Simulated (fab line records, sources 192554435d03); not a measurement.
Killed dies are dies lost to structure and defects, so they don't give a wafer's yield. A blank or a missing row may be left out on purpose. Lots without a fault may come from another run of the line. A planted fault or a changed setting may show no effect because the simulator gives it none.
Chamber matching | flow n5_finfet | N5_BEOL_M7_PECVD_70 on pecvd-03: 3 sister chambers
The step deposits SiO2 from TEOS/O2, target thk 20 nm, time 22.7 s. 6 wafers are shown with their chamber, then 10 later ones without.

WAFERS WITH THEIR CHAMBER
wafer  | chamber | throttle_valve_pct (%) | showerhead_plenum_p_Torr (Torr)
L080.4 | 2       | 20.1                   | 8.77
L083.2 | 1       | 24.0                   | 8.72
L083.3 | 0       | 22.0                   | 8.79
L083.4 | 1       | 23.8                   | 8.73
L085.1 | 0       | 22.2                   | 8.78
L085.3 | 2       | 19.8                   | 8.75

WAFERS WITHOUT THEIR CHAMBER
wafer  | throttle_valve_pct (%) | showerhead_plenum_p_Torr (Torr)
L085.4 | 24.0                   | 8.75
L084.1 | 19.9                   | 8.75
L084.2 | 22.3                   | 8.82
L084.3 | 24.0                   | 8.73
L090.1 | 22.4                   | 8.79
L090.2 | 19.7                   | 8.77
L090.3 | 22.2                   | 8.82
L093.3 | 20.2                   | 8.76
L093.4 | 19.9                   | 8.78
L093.5 | 22.4                   | 8.77

WHICH CHAMBER EACH WENT THROUGH
wafer  | from the rows above | in truth
L085.4 | 1                   | 1
L084.1 | 2                   | 2
L084.2 | 0                   | 0
L084.3 | 1                   | 1
L090.1 | 0                   | 0
L090.2 | 2                   | 2
L090.3 | 0                   | 0
L093.3 | 2                   | 2
L093.4 | 2                   | 2
L093.5 | 0                   | 0
Placed correctly: 10 of 10. Can't be placed from these rows: 0. Placed wrongly: 0.
How it was worked out, from the rows above alone: a wafer's distance from a chamber is the root of the sum, over the readings, of the square of ((its reading less the chamber's mean) divided by the reading's scatter). The wafer belongs to the nearest chamber; if the next one is less than 2 further off, it can't be placed. A chamber's mean is the mean of its shown wafers. The scatter: the root of (the sum of the squares of (reading less its chamber's mean) over the shown wafers, divided by (wafers less chambers)).
